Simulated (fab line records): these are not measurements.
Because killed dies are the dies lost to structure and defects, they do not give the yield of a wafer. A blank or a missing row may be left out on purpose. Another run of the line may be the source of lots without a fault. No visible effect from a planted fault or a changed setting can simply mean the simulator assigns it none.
Comparing a struck lot with a sound one :: flow nand_harc :: 14 steps out of a route of 1159
Sound: wafers L438.2, L438.5, L438.6. Wafers L455.3, L455.4, L455.6 were the ones struck. The cause comes at the end.
Order at every step that has rows: each side's tool, ch and its chambers, its first start. Under that, the readings that differ: sound wafers :: struck wafers :: difference of the means :: sigmas: that difference in standard deviations of wafers without a fault.
alike: a reading whose means differ by less than 2 such deviations, as well as words and numbers matching on both sides. not compared: withheld readings; readings where some wafer has no value; bounds like >300 that might hide an equal value; numbers whose values overlap and for which the record gives no deviation.
Wherever a step has rows on one side only, a row that says differs or no value, or a row with sigmas, the two part there. Numbers that don't overlap but have no deviation are shown without sigmas and don't part them. Lack of a reading on every wafer of one side parts them only where that side has two or more wafers.

first, 2 steps without rows for these wafers: NHARC_A_SOURCE_PLATE_SRD_01; NHARC_A_SOURCE_PLATE_OXIDE_02 (material SiO2, target thk 10 nm, ox time 1362 s).
NHARC_A_SOURCE_PLATE_THK_MEAS_09: measures by ellipsometry.
  sound on film_metro-02, day 7 15:39; struck on film_metro-01, day 12 01:12
  alike: thk_nm
then, 3 steps without rows for these wafers: NHARC_A_SOURCE_PLATE_PVD_04 (deposits WSi2, target thk 50 nm); NHARC_A_SOURCE_PLATE_CVD_03 (deposits poly-Si, target thk 200 nm, time 4000 s); NHARC_A_SOURCE_PLATE_ANNEAL_05 (time 1800 s).
NHARC_A_SOURCE_PLATE_THK_MEAS_06: measures by ellipsometry.
  sound on film_metro-02, day 8 06:20; struck on film_metro-02, day 12 16:06
  alike: thk_nm
NHARC_A_SOURCE_PLATE_INSPECT_08:
  sound on defect_inspect-02, day 8 06:23; struck on defect_inspect-02, day 12 16:11
  alike: raw_defect_count
then, 1 step without rows for these wafers: NHARC_A_ONON_D1_DEP_00 (target thk 1000 nm).
NHARC_A_ONON_D1_THK_MEAS_02: measures by ellipsometry.
  sound on film_metro-02, day 8 06:58; struck on film_metro-01, day 12 16:46
reading: thk_nm (nm)
sound: 1002 1003 1003
struck: 985 985 984
difference: -18
sigmas: -2
NHARC_A_ONON_D1_DEP_03: target thk 1000 nm.
  sound on pecvd_onon-01 ch 0, day 8 07:05; struck on pecvd_onon-03 ch 0, day 12 16:56
NHARC_A_ONON_D1_THK_MEAS_05: measures by ellipsometry.
  sound on film_metro-01, day 8 07:33; struck on film_metro-01, day 12 17:20
reading: thk_nm (nm)
sound: 1009 1010 1008
struck: 1581 1581 1581
difference: +572
sigmas: +57
then, 1 step without rows for these wafers: NHARC_A_ONON_D1_DEP_06 (target thk 1000 nm).
-- break in the record here, with 12 days between the starts of the struck wafers on either side (left off in module A_ONON_D1, picked up again in module END, where the first step shown is number 1159 on the route) --
NHARC_END_SORT_01:
  only the struck wafers appear in the record here, on prober-02 ch 0 at day 24 14:06; the sound ones have no rows

## WHERE THEY PART
Last at NHARC_END_SORT_01 as far as this record goes, first at NHARC_A_ONON_D1_THK_MEAS_02.

WHY: the cause the simulator had injected
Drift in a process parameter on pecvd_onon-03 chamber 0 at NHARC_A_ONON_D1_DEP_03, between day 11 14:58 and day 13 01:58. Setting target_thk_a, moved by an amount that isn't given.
